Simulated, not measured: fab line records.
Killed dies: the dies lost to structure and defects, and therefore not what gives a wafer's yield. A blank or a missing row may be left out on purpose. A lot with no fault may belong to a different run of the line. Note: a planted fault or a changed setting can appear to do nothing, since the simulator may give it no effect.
fab line records	flow n5_finfet
record lots=7	wafers=39
route steps=1938 shown ZERO_LAYER@14 FIN_SAQP@96 SD_EPI_P@321 GATE_CUT@467 MOL_CONTACT_COAG@608 BEOL_M0_SAQP@676 BEOL_M1@826 BEOL_M4@1070 BEOL_M10@1512 BEOL_M13@1673 MIM_BOT@1833 PASSIVATION@1936
start_h: hours from the record's first day to the start of the lot's first wafer shown	wait_h: hours elapsed since this lot's preceding step	" identical to the entry in the row above	L1.1+2: a single row standing in for several wafers	- value missing, or start not given	* or withheld: withheld	< > ~ a bound
route shown NAME@n: a module of which the file shows steps, and the number in the route of the first	usual: average and standard deviation across the fault-free wafers	same: alike in all rows	chamber/n: place in a boat	sites: readings site by site	_std_site: the values' standard deviation	_edge_site: inner sites' mean taken away from outer sites' mean	radius_mm: for every site, how far away it sits from the centre of the wafer	mask NAME#n: copy n	behind: the tool/chamber that last shaped the wafer	hold: cause of the lot's hold/its duration in hours/its outcome	device: whichever transistor did not switch (one of n, p or np)	end of line: the route-end tests of the same wafers	step lacking rows: just its recipe	killed: count of dies lost to structure and defects at first sort (not the wafer's yield)	map: a wafer's dies, marking killed ones x, the rest . and places with no die _
set.NAME: setting as actually run; set.NAME@STEP: the setting as run at that earlier step	model.NAME: the simulator's own value behind a step, which no gauge read
lots run with intentionally changed settings; tables by step, rows by wafer
## steps
# step N5_ZERO_LAYER_DESCUM_16
# recipe chemistry=O2	time_s=7.9	source_power_w=50	bias_power_w=20	pressure_mtorr=20	rf_frequency_hz=2.712e+07	temp_c=40	o2_flow_sccm=225
# step N5_FIN_SAQP_HM_DEP_03
# recipe material=SiNx	target_thk_a=380	temp_c=400	precursor=SiH4/NH3/N2	pressure_torr=1.5	rf_w=300	time_s=33.6
# step N5_SD_EPI_P_EPI_21
# recipe material=SiGe:B	dopant=B	temp_c=550	pressure_torr=20	ambient=H2	time_s=355
# step N5_GATE_CUT_ETCHBACK_30
# recipe chemistry=Cl2/Ar	target=TiN	target_depth_a=30	mode=isotropic	pressure_mtorr=10	icp_w=600	bias_w=60	Cl2_flow_sccm=40	Ar_flow_sccm=60
# step N5_MOL_CONTACT_COAG_ALD_133
# recipe material=SiO2	target_thk_a=50	temp_c=100	ald_precursor_family=BDEAS	ald_co_reactant=O2-plasma	pulse_time_s=1	co_reactant_pulse_time_s=1	purge_time_s=2	co_reactant_purge_time_s=2	ald_cycles=35	pressure_torr=2
# step N5_BEOL_M0_SAQP_SPACER2_ALD_26
# recipe material=SiO2	target_thk_a=150	temp_c=300	ald_precursor_family=BDEAS	ald_co_reactant=O2-plasma	pulse_time_s=1	purge_time_s=2	co_reactant_purge_time_s=2	pressure_torr=2
# step N5_BEOL_M1_SPUTTER_92
# recipe material=Cu	target_thk_a=45	temp_c=-20	chamber_pressure_pa=0.07	power_w=withheld	time_s=8.29
# step N5_BEOL_M4_TRENCH_ETCH_37
# recipe chemistry=C4F6/O2	target_depth_a=555.55	target=SiOC	time_s=29.2	ion_energy_ev=250	pressure_mtorr=30	source_w=355	bias_w=185	Ar_flow_sccm=300	C4F6_flow_sccm=10	O2_flow_sccm=10
# step N5_BEOL_M4_SPUTTER_94
# step N5_BEOL_M10_TRENCH_ETCH_37
# recipe chemistry=C4F6/O2	target_depth_a=1488.3	target=SiCOH_lowk	time_s=48	ion_energy_ev=250	pressure_mtorr=30	source_w=345	bias_w=185	Ar_flow_sccm=300	C4F6_flow_sccm=10	O2_flow_sccm=10
# step N5_BEOL_M13_ETCH_59
# recipe chemistry=N2/H2	target=BARC	target_depth_a=890	overetch_a=267	time_s=67.9	ion_energy_ev=200	pressure_mtorr=30	source_w=840	bias_w=150	n2_flow_sccm=200	h2_flow_sccm=200
# step N5_BEOL_M13_DESCUM_33
# step N5_MIM_BOT_SPUTTER_00
# recipe material=TiN	target_thk_a=350	temp_c=200	power_w=3000	chamber_pressure_pa=0.49996	gas=Ar	reactive_partial_pa=0.37997	time_s=89.7
# step N5_PASSIVATION_PROBE_49
# usual killed_at_contacts=13/6.3
lot.wafer	tool	chamber	start_h	wait_h	set.time_s@ZERO_LAYER_DESCUM_16	set.target_thk_a@FIN_SAQP_HM_DEP_03	set.epi_growth_time_s@SD_EPI_P_EPI_21	set.target_depth_a@GATE_CUT_ETCHBACK_30	set.ald_cycles@MOL_CONTACT_COAG_ALD_133	set.target_thk_a@BEOL_M0_SAQP_SPACER2_ALD_26	set.target_thk_a@BEOL_M1_SPUTTER_92	set.target_depth_a@BEOL_M4_TRENCH_ETCH_37	set.target_thk_a@BEOL_M4_SPUTTER_94	set.time_s@BEOL_M10_TRENCH_ETCH_37	set.time_s@BEOL_M13_ETCH_59	set.time_s@BEOL_M13_DESCUM_33	set.time_s@MIM_BOT_SPUTTER_00	killed_at_contacts
L074.1	prober-02	-	262.69	0.0	10.95	380	355	30	35	150	45	555.55	45	34.07	67.9	7.9	89.7	11
L074.2	prober-02	-	262.74	0.1	7.9	231.9	355	30	51	150	45	248.8	45	34.07	67.9	7.9	89.7	1108
L074.3	prober-02	-	262.79	0.1	7.9	231.9	499.6	30	35	150	45	248.8	45	48	67.9	7.9	107	24
L074.4	prober-02	-	262.84	0.2	10.95	380	499.6	18.52	51	150	45	555.55	45	34.07	67.9	7.9	107	1120
L074.5	prober-02	-	262.89	0.2	7.9	380	355	18.52	35	150	45	248.8	45	48	67.9	7.9	89.7	21
L074.6	prober-02	-	262.94	0.3	10.95	231.9	499.6	18.52	51	150	45	555.55	45	48	67.9	7.9	107	1130
L076.1	prober-02	-	264.15	0.0	7.9	380	561.1	37.58	35	150	70.24	555.55	45	73.06	51.7	9.569	89.7	12
L076.2	prober-02	-	264.20	0.1	7.9	230.7	561.1	30	35	150	45	863.2	64.82	73.06	67.9	7.9	89.7	22
L076.3	prober-02	-	264.25	0.1	7.9	380	561.1	37.58	35	200.4	70.24	863.2	45	73.06	51.7	7.9	89.7	6
L076.4	prober-02	-	264.30	0.2	7.9	380	355	30	35	200.4	45	863.2	45	48	67.9	9.569	89.7	22
L076.5	prober-02	-	264.35	0.2	7.9	230.7	355	37.58	35	200.4	45	555.55	64.82	48	51.7	9.569	89.7	11
L076.6	prober-02	-	264.40	0.3	7.9	230.7	355	30	35	150	70.24	555.55	64.82	48	67.9	7.9	89.7	13
L079.1	prober-02	-	292.63	0.0	5.589	542.1	355	18.59	35	150	38.25	555.55	45	48	67.9	11.51	71.53	9
L079.2	prober-02	-	292.68	0.1	7.9	542.1	355	30	35	70.49	45	555.55	45	48	46.91	11.51	89.7	9
L079.3	prober-02	-	292.73	0.1	7.9	542.1	355	18.59	42	70.49	38.25	384.6	59.65	48	46.91	7.9	71.53	13
L079.4	prober-02	-	292.78	0.2	5.589	380	355	30	35	70.49	38.25	384.6	59.65	48	67.9	11.51	89.7	6
L079.5	prober-02	-	292.83	0.2	7.9	380	355	18.59	42	150	45	555.55	59.65	48	46.91	7.9	71.53	72
L079.6	prober-02	-	292.88	0.3	5.589	380	355	30	42	150	45	384.6	45	48	67.9	7.9	89.7	72
L087.1	prober-02	-	349.72	0.0	7.9	165.9	355	30	44	116.8	18.13	555.55	27.91	48	67.9	3.715	89.7	406
L087.2	prober-02	-	349.77	0.1	7.9	380	355	24.98	35	116.8	18.13	555.55	45	68.1	43.25	3.715	137.6	18
L087.3	prober-02	-	349.82	0.1	7.9	380	355	24.98	44	150	45	555.55	27.91	48	43.25	7.9	137.6	145
L087.4	prober-02	-	349.87	0.2	6.066	165.9	355	24.98	35	116.8	45	555.55	45	68.1	43.25	3.715	89.7	18
L087.5	prober-02	-	349.92	0.2	6.066	165.9	355	30	44	150	18.13	555.55	45	48	67.9	7.9	89.7	387
L087.6	prober-02	-	349.97	0.3	6.066	380	355	30	35	150	45	555.55	27.91	68.1	67.9	7.9	137.6	10
L091.3	prober-01	-	369.46	0.1	7.9	380	355	30	35	150	45	555.55	45	48	67.9	7.9	89.7	16
L091.4	prober-01	-	369.51	0.2	7.9	380	355	30	35	150	45	555.55	45	48	67.9	7.9	89.7	15
L091.5	prober-01	-	369.56	0.2	7.9	380	355	30	35	150	45	555.55	45	48	67.9	7.9	89.7	16
L090.1	prober-01	-	384.97	0.0	7.9	380	355	30	35	150	45	555.55	32.29	32	104.4	5.346	70.64	7
L090.2	prober-01	-	385.02	0.1	7.9	380	152.4	30	55	208.5	65.46	555.55	32.29	48	67.9	7.9	70.64	1076
L090.3	prober-01	-	385.07	0.1	7.9	380	152.4	38.11	35	208.5	45	555.55	45	32	104.4	5.346	89.7	15
L090.4	prober-01	-	385.12	0.2	7.9	380	355	38.11	55	150	45	555.55	32.29	48	67.9	5.346	89.7	1070
L090.5	prober-01	-	385.17	0.2	7.9	380	152.4	38.11	35	150	65.46	555.55	45	48	104.4	7.9	70.64	9
L090.6	prober-01	-	385.22	0.3	7.9	380	355	30	55	208.5	65.46	555.55	45	32	67.9	7.9	89.7	1059
L092.1	prober-01	-	393.34	0.0	7.9	454.8	355	30	35	150	45	555.55	45	48	67.9	7.9	89.7	36
L092.2	prober-01	-	393.39	0.1	3.849	380	355	38.93	35	150	45	832.9	45	48	67.9	7.9	108.6	27
L092.3	prober-01	-	393.44	0.1	7.9	380	498.4	30	35	150	20.01	832.9	64.07	48	67.9	7.9	108.6	18
L092.4	prober-01	-	393.49	0.2	7.9	454.8	498.4	38.93	35	150	45	832.9	64.07	48	67.9	7.9	89.7	18
L092.5	prober-01	-	393.54	0.2	3.849	380	355	38.93	35	150	20.01	555.55	64.07	48	67.9	7.9	108.6	12
L092.6	prober-01	-	393.59	0.3	3.849	454.8	498.4	30	35	150	20.01	555.55	45	48	67.9	7.9	89.7	17
# killed by level:class
L074.1 BEOL_M10:area_ecd=8 FIN_SAQP:geometric_particle:short=7 MOL_CONTACT_COAG:geometric_particle:open=7 BEOL_M0_SAQP:geometric_particle:open=6 BEOL_M0_SAQP:geometric_particle:short=6 MOL_CONTACT_COAG:geometric_particle:short=4 BEOL_M3:geometric_particle:open=4 FIN_SAQP:geometric_particle:open=3
L074.2 MOL_CONTACT_COAG:area_ald=1101 BEOL_M0_SAQP:geometric_particle:short=10 MOL_CONTACT_COAG:geometric_particle:open=6 BEOL_M2:geometric_particle:open=6 BEOL_M0_SAQP:geometric_particle:open=6 BEOL_M4:geometric_particle:open=6 STARTING-WAFER:geometric_particle:short=5 GATE_CUT:geometric_particle:open=4
L074.3 BEOL_M4:area_ecd=1088 MOL_CONTACT_COAG:geometric_particle:open=17 FIN_SAQP:geometric_particle:short=8 BEOL_M3:geometric_particle:open=6 MOL_CONTACT_COAG:geometric_particle:short=6 FIN_SAQP:geometric_particle:open=5 DUMMY_GATE:geometric_particle:open=5 BEOL_M4:geometric_particle:open=5
L074.4 MOL_CONTACT_COAG:area_ald=1109 MOL_CONTACT_COAG:geometric_particle:open=8 FIN_SAQP:geometric_particle:open=7 STARTING-WAFER:geometric_particle:short=7 FIN_SAQP:geometric_particle:short=6 BEOL_M3:geometric_particle:open=6 BEOL_M0_SAQP:geometric_particle:open=5 MOL_CONTACT_COAG:geometric_particle:short=3
L074.5 BEOL_M4:area_ecd=1098 MOL_CONTACT_COAG:geometric_particle:open=18 FIN_SAQP:geometric_particle:short=7 DUMMY_GATE:geometric_particle:open=6 BEOL_M0_SAQP:geometric_particle:short=6 BEOL_M0_SAQP:geometric_particle:open=5 FIN_SAQP:geometric_particle:open=4 GATE_CUT:geometric_particle:short=3
L074.6 MOL_CONTACT_COAG:area_ald=1120 BEOL_M0_SAQP:geometric_particle:short=7 MOL_CONTACT_COAG:geometric_particle:open=6 STI_FIN_REVEAL:geometric_particle:open=5 BEOL_M3:geometric_particle:open=5 STARTING-WAFER:geometric_particle:open=5 MOL_CONTACT_COAG:geometric_particle:short=4 PASS1_CAP:geometric_particle:short=4
L076.1 MOL_CONTACT_COAG:geometric_particle:open=11 FIN_SAQP:geometric_particle:short=9 FIN_SAQP:geometric_particle:open=7 DUMMY_GATE:geometric_particle:open=5 BEOL_M0_SAQP:geometric_particle:open=5 BEOL_M2:geometric_particle:open=5 BEOL_M4:geometric_particle:open=5 BEOL_M0:geometric_particle:open=4
L076.2 MOL_CONTACT_COAG:geometric_particle:open=15 FIN_SAQP:geometric_particle:open=14 STI_FIN_REVEAL:geometric_particle:open=11 BEOL_M2:geometric_particle:open=8 BEOL_M4:geometric_particle:open=7 MOL_CONTACT_COAG:geometric_particle:short=6 FIN_SAQP:geometric_particle:short=5 DUMMY_GATE:geometric_particle:open=5
L076.3 BEOL_M0_SAQP:area_ald=1100 FIN_SAQP:geometric_particle:open=10 FIN_SAQP:geometric_particle:short=7 STI_FIN_REVEAL:geometric_particle:open=7 MOL_CONTACT_COAG:geometric_particle:open=6 BEOL_M0_SAQP:geometric_particle:open=6 BEOL_M0:geometric_particle:open=6 BEOL_M0_SAQP:geometric_particle:short=4
L076.4 BEOL_M0_SAQP:area_ald=1073 MOL_CONTACT_COAG:geometric_particle:open=18 FIN_SAQP:geometric_particle:open=12 BEOL_M2:geometric_particle:open=10 FIN_SAQP:geometric_particle:short=8 STI_FIN_REVEAL:geometric_particle:open=6 DUMMY_GATE:geometric_particle:open=5 STARTING-WAFER:geometric_particle:open=5
L076.5 BEOL_M0_SAQP:area_ald=1122 MOL_CONTACT_COAG:geometric_particle:open=8 BEOL_M0_SAQP:geometric_particle:open=5 BEOL_M3:geometric_particle:open=4 STI_FIN_REVEAL:geometric_particle:open=3 GATE_CUT:geometric_particle:open=3 BEOL_M5:geometric_particle:open=3 BEOL_M2:geometric_particle:short=3
L076.6 MOL_CONTACT_COAG:geometric_particle:open=11 BEOL_M4:geometric_particle:open=8 FIN_SAQP:geometric_particle:open=7 BEOL_M2:geometric_particle:open=7 STI_FIN_REVEAL:geometric_particle:open=6 BEOL_M5:geometric_particle:open=4 DUMMY_GATE:geometric_particle:short=3 BEOL_M0_SAQP:geometric_particle:short=3
L079.1 FIN_SAQP:geometric_particle:open=17 BEOL_M1:geometric_particle:open=9 BEOL_M3:geometric_particle:open=8 FIN_SAQP:geometric_particle:short=7 MOL_CONTACT_COAG:geometric_particle:open=6 STI_FIN_REVEAL:geometric_particle:open=5 BEOL_M0_SAQP:geometric_particle:short=5 BEOL_M0:geometric_particle:open=5
L079.2 BEOL_M0_SAQP:area_ald=1086 FIN_SAQP:geometric_particle:open=14 STI_FIN_REVEAL:geometric_particle:open=10 BEOL_M1:geometric_particle:open=10 BEOL_M3:geometric_particle:open=9 MOL_CONTACT_COAG:geometric_particle:open=8 FIN_SAQP:geometric_particle:short=6 BEOL_M0_SAQP:geometric_particle:open=5
L079.3 BEOL_M0_SAQP:area_ald=1098 MOL_CONTACT_COAG:area_ald=11 FIN_SAQP:geometric_particle:short=7 BEOL_M1:geometric_particle:open=7 FIN_SAQP:geometric_particle:open=5 BEOL_M5:geometric_particle:open=5 STI_FIN_REVEAL:geometric_particle:open=4 BEOL_M3:geometric_particle:open=4
L079.4 BEOL_M0_SAQP:area_ald=1077 FIN_SAQP:geometric_particle:open=13 FIN_SAQP:geometric_particle:short=10 STI_FIN_REVEAL:geometric_particle:open=9 BEOL_M1:geometric_particle:open=9 BEOL_M3:geometric_particle:open=7 BEOL_M0_SAQP:geometric_particle:open=7 MOL_CONTACT_COAG:geometric_particle:open=4
L079.5 MOL_CONTACT_COAG:area_ald=63 FIN_SAQP:geometric_particle:open=21 FIN_SAQP:geometric_particle:short=18 ILD0:geometric_particle:short=9 BEOL_M0_SAQP:geometric_particle:open=8 DUMMY_GATE:geometric_particle:open=7 MOL_CONTACT_COAG:geometric_particle:open=7 BEOL_M0_SAQP:geometric_particle:short=7
L079.6 BEOL_M4:area_ecd=321 MOL_CONTACT_COAG:area_ald=70 STI_FIN_REVEAL:geometric_particle:open=12 BEOL_M3:geometric_particle:open=10 FIN_SAQP:geometric_particle:open=9 FIN_SAQP:geometric_particle:short=7 STARTING-WAFER:geometric_particle:open=7 BEOL_M1:geometric_particle:open=6
L087.1 BEOL_M0_SAQP:area_ald=704 MOL_CONTACT_COAG:area_ald=392 MOL_CONTACT_COAG:geometric_particle:open=11 BEOL_M4:geometric_particle:open=9 BEOL_M2:geometric_particle:open=8 BEOL_M3:geometric_particle:open=7 FIN_SAQP:geometric_particle:open=5 STARTING-WAFER:geometric_particle:short=4
L087.2 BEOL_M0_SAQP:area_ald=1058 BEOL_M4:geometric_particle:open=14 MOL_CONTACT_COAG:geometric_particle:open=13 BEOL_M2:geometric_particle:open=11 BEOL_M0:geometric_particle:open=6 GATE_CUT:geometric_particle:open=5 MOL_CONTACT_COAG:geometric_particle:short=5 BEOL_M0_SAQP:geometric_particle:open=5
L087.3 MIM_BOT:area_sputter=951 MOL_CONTACT_COAG:area_ald=119 MOL_CONTACT_COAG:geometric_particle:open=23 FIN_SAQP:geometric_particle:open=9 BEOL_M4:geometric_particle:open=8 BEOL_M1:geometric_particle:open=6 BEOL_M0_SAQP:geometric_particle:open=6 BEOL_M3:geometric_particle:open=6
L087.4 BEOL_M0_SAQP:area_ald=1077 MOL_CONTACT_COAG:geometric_particle:open=14 BEOL_M2:geometric_particle:open=10 FIN_SAQP:geometric_particle:open=9 BEOL_M4:geometric_particle:open=7 BEOL_M1:geometric_particle:open=6 BEOL_M0_SAQP:geometric_particle:short=5 STI_FIN_REVEAL:geometric_particle:open=4
L087.5 MOL_CONTACT_COAG:area_ald=369 MOL_CONTACT_COAG:geometric_particle:open=17 BEOL_M2:geometric_particle:open=8 BEOL_M4:geometric_particle:open=8 BEOL_M0_SAQP:geometric_particle:open=6 STI_FIN_REVEAL:geometric_particle:open=4 STI_FIN_REVEAL:geometric_particle:short=4 ILD0:geometric_particle:short=4
L087.6 MIM_BOT:area_sputter=1106 MOL_CONTACT_COAG:geometric_particle:open=8 BEOL_M2:geometric_particle:open=7 FIN_SAQP:geometric_particle:open=5 FIN_SAQP:geometric_particle:short=4 STI_FIN_REVEAL:geometric_particle:open=4 DUMMY_GATE:geometric_particle:open=4 BEOL_M3:geometric_particle:open=4
L091.3 MOL_CONTACT_COAG:geometric_particle:open=12 BEOL_M4:geometric_particle:open=8 FIN_SAQP:geometric_particle:short=7 GATE_CUT:geometric_particle:short=7 DUMMY_GATE:geometric_particle:open=6 BEOL_M1:geometric_particle:open=6 BEOL_M5:geometric_particle:open=6 STI_FIN_REVEAL:geometric_particle:open=5
L091.4 BEOL_M2:geometric_particle:open=12 BEOL_M4:geometric_particle:open=11 MOL_CONTACT_COAG:geometric_particle:short=8 BEOL_M3:geometric_particle:open=8 FIN_SAQP:geometric_particle:open=6 MOL_CONTACT_COAG:geometric_particle:open=5 BEOL_M0_SAQP:geometric_particle:open=5 FIN_SAQP:geometric_particle:short=4
L091.5 MOL_CONTACT_COAG:geometric_particle:open=11 DUMMY_GATE:geometric_particle:open=8 FIN_SAQP:geometric_particle:open=7 BEOL_M4:geometric_particle:open=7 BEOL_M0_SAQP:geometric_particle:open=6 BEOL_M3:geometric_particle:open=5 FIN_SAQP:geometric_particle:short=4 STI_FIN_REVEAL:geometric_particle:open=4
L090.1 FIN_SAQP:geometric_particle:open=20 BEOL_M0_SAQP:geometric_particle:open=16 BEOL_M0_SAQP:geometric_particle:short=12 FIN_SAQP:geometric_particle:short=11 BEOL_M4:geometric_particle:open=11 BEOL_M1:geometric_particle:open=10 BEOL_M10:area_ecd=9 GATE_CUT:geometric_particle:short=8
L090.2 MOL_CONTACT_COAG:area_ald=1060 BEOL_M0_SAQP:geometric_particle:open=15 FIN_SAQP:geometric_particle:open=14 MOL_CONTACT_COAG:geometric_particle:open=10 GATE_CUT:geometric_particle:short=9 BEOL_M0_SAQP:geometric_particle:short=9 BEOL_M4:geometric_particle:open=9 DUMMY_GATE:geometric_particle:open=8
L090.3 BEOL_M0_SAQP:area_ald=1040 BEOL_M0_SAQP:geometric_particle:short=16 BEOL_M2:geometric_particle:open=14 FIN_SAQP:geometric_particle:open=13 BEOL_M0_SAQP:geometric_particle:open=12 BEOL_M1:geometric_particle:open=11 BEOL_M3:geometric_particle:open=11 FIN_SAQP:geometric_particle:short=9
L090.4 MOL_CONTACT_COAG:area_ald=1056 BEOL_M3:geometric_particle:open=15 FIN_SAQP:geometric_particle:open=14 BEOL_M0_SAQP:geometric_particle:open=13 MOL_CONTACT_COAG:geometric_particle:open=10 FIN_SAQP:geometric_particle:short=8 BEOL_M2:geometric_particle:short=7 BEOL_M0_SAQP:geometric_particle:short=6
L090.5 FIN_SAQP:geometric_particle:open=14 BEOL_M3:geometric_particle:open=12 BEOL_M0_SAQP:geometric_particle:open=11 FIN_SAQP:geometric_particle:short=10 BEOL_M4:geometric_particle:open=9 BEOL_M0_SAQP:geometric_particle:short=8 MOL_CONTACT_COAG:geometric_particle:short=6 DUMMY_GATE:geometric_particle:open=5
L090.6 MOL_CONTACT_COAG:area_ald=1041 FIN_SAQP:geometric_particle:open=17 BEOL_M3:geometric_particle:open=16 BEOL_M0_SAQP:geometric_particle:open=13 MOL_CONTACT_COAG:geometric_particle:open=12 FIN_SAQP:geometric_particle:short=11 BEOL_M0_SAQP:geometric_particle:short=11 BEOL_M1:geometric_particle:open=7
L092.1 MOL_CONTACT_COAG:geometric_particle:open=29 BEOL_M2:geometric_particle:open=11 STI_FIN_REVEAL:geometric_particle:open=9 MOL_CONTACT_COAG:geometric_particle:short=7 BEOL_M0_SAQP:geometric_particle:short=6 BEOL_M0:geometric_particle:open=5 BEOL_M3:geometric_particle:open=5 FIN_SAQP:geometric_particle:short=3
L092.2 MOL_CONTACT_COAG:geometric_particle:open=20 FIN_SAQP:geometric_particle:short=13 BEOL_M3:geometric_particle:open=11 FIN_SAQP:geometric_particle:open=8 STI_FIN_REVEAL:geometric_particle:open=7 MOL_CONTACT_COAG:geometric_particle:short=7 BEOL_M0_SAQP:geometric_particle:short=7 BEOL_M0_SAQP:geometric_particle:open=6
L092.3 MOL_CONTACT_COAG:geometric_particle:open=17 BEOL_M3:geometric_particle:open=7 BEOL_M1:geometric_particle:open=6 STARTING-WAFER:geometric_particle:open=5 GATE_CUT:geometric_particle:short=4 BEOL_M0:geometric_particle:open=4 STI_FIN_REVEAL:geometric_particle:open=3 BEOL_M2:geometric_particle:open=3
L092.4 MOL_CONTACT_COAG:geometric_particle:open=15 HKMG_FIN:area_etch=6 BEOL_M4:geometric_particle:open=5 DUMMY_GATE:geometric_particle:open=4 BEOL_M2:geometric_particle:short=4 BEOL_M3:geometric_particle:open=4 STI_FIN_REVEAL:geometric_particle:open=3 SDB:geometric_particle:short=3
L092.5 MOL_CONTACT_COAG:geometric_particle:open=11 STI_FIN_REVEAL:geometric_particle:open=10 GATE_CUT:geometric_particle:short=8 BEOL_M3:geometric_particle:open=7 BEOL_M0:geometric_particle:open=6 FIN_SAQP:geometric_particle:short=5 BEOL_M0_SAQP:geometric_particle:short=5 BEOL_M5:geometric_particle:open=5
L092.6 MOL_CONTACT_COAG:geometric_particle:open=13 BEOL_M1:geometric_particle:open=8 STI_FIN_REVEAL:geometric_particle:open=4 MOL_CONTACT_COAG:geometric_particle:short=4 BEOL_M0_SAQP:geometric_particle:open=4 FIN_SAQP:geometric_particle:open=3 GATE_CUT:geometric_particle:short=3 BEOL_M4:geometric_particle:open=3
## key
split step=N5_ZERO_LAYER_DESCUM_16	setting=time_s	stated_as=7.9
response none clear
split step=N5_FIN_SAQP_HM_DEP_03	setting=target_thk_a	stated_as=380
response none clear
split step=N5_SD_EPI_P_EPI_21	setting=epi_growth_time_s	stated_as=355
response none clear
split step=N5_GATE_CUT_ETCHBACK_30	setting=target_depth_a	stated_as=30
response none clear
split step=N5_MOL_CONTACT_COAG_ALD_133	setting=ald_cycles	stated_as=35
response step=N5_PASSIVATION_PROBE_49	reading=killed_at_contacts	slope=+19.6	per=1%	together_with=all	explained=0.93
split step=N5_BEOL_M0_SAQP_SPACER2_ALD_26	setting=target_thk_a	stated_as=150
response none clear
split step=N5_BEOL_M1_SPUTTER_92	setting=target_thk_a	stated_as=45
response none clear
split step=N5_BEOL_M4_TRENCH_ETCH_37	setting=target_depth_a	stated_as=555.55
response none clear
split step=N5_BEOL_M4_SPUTTER_94	setting=target_thk_a	stated_as=45
response none clear
split step=N5_BEOL_M10_TRENCH_ETCH_37	setting=time_s	stated_as=48
response none clear
split step=N5_BEOL_M13_ETCH_59	setting=time_s	stated_as=67.9
response none clear
split step=N5_BEOL_M13_DESCUM_33	setting=time_s	stated_as=7.9
response none clear
split step=N5_MIM_BOT_SPUTTER_00	setting=time_s	stated_as=89.7
response none clear
